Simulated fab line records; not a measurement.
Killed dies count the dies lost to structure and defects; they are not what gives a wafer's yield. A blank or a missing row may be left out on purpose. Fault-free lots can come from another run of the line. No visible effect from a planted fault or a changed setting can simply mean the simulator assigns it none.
Chamber matching :: flow n5Finfet :: 4 sister chambers for N5_BEOL_M10_DESCUM_33 on rieDiel-03
The step chemistry O2, time 7.9 s. 4 wafers are shown with their chamber, then 8 later ones without.

== EACH WAFER AND ITS CHAMBER ==
wafer: L082.2
chamber: 0
showerheadPlenumPTorr (Torr): 2.08

wafer: L089.1
chamber: 2
showerheadPlenumPTorr (Torr): 2.14

wafer: L089.3
chamber: 1
showerheadPlenumPTorr (Torr): 2.02

wafer: L092.2
chamber: 3
showerheadPlenumPTorr (Torr): 2.02

== WAFERS WITH NO CHAMBER GIVEN ==
wafer: L092.4
showerheadPlenumPTorr (Torr): 2.02

wafer: L092.6
showerheadPlenumPTorr (Torr): 2.13

wafer: L093.1
showerheadPlenumPTorr (Torr): 2.07

wafer: L093.4
showerheadPlenumPTorr (Torr): 2.01

wafer: L093.6
showerheadPlenumPTorr (Torr): 2.13

wafer: L097.1
showerheadPlenumPTorr (Torr): 2.02

wafer: L097.2
showerheadPlenumPTorr (Torr): 2.01

wafer: L097.3
showerheadPlenumPTorr (Torr): 2.13

== THE CHAMBER EACH PASSED THROUGH ==
wafer: L092.4
from the rows above: can't be placed: 1 or 3
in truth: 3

wafer: L092.6
from the rows above: 2
in truth: 2

wafer: L093.1
from the rows above: 0
in truth: 0

wafer: L093.4
from the rows above: can't be placed: 1 or 3
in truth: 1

wafer: L093.6
from the rows above: 2
in truth: 2

wafer: L097.1
from the rows above: can't be placed: 1 or 3
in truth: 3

wafer: L097.2
from the rows above: can't be placed: 1 or 3
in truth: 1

wafer: L097.3
from the rows above: 2
in truth: 2
Correctly placed: 4 of 8. From these rows, 4 cannot be placed; in 4 the true chamber is one of the candidates. Wrongly placed: 0.
How it was worked out, from the rows above alone: a wafer's distance from a chamber is the root of the sum, over the readings, of the square of ((its reading less the chamber's mean) divided by the reading's scatter). If the next closest chamber is less than 2 further off than the closest, the wafer can't be placed; otherwise it belongs to the closest. A chamber's mean is the mean of its shown wafers. The scatter: root of mean squared gap, hidden wafer to nearest shown wafer, with one shown wafer a chamber.
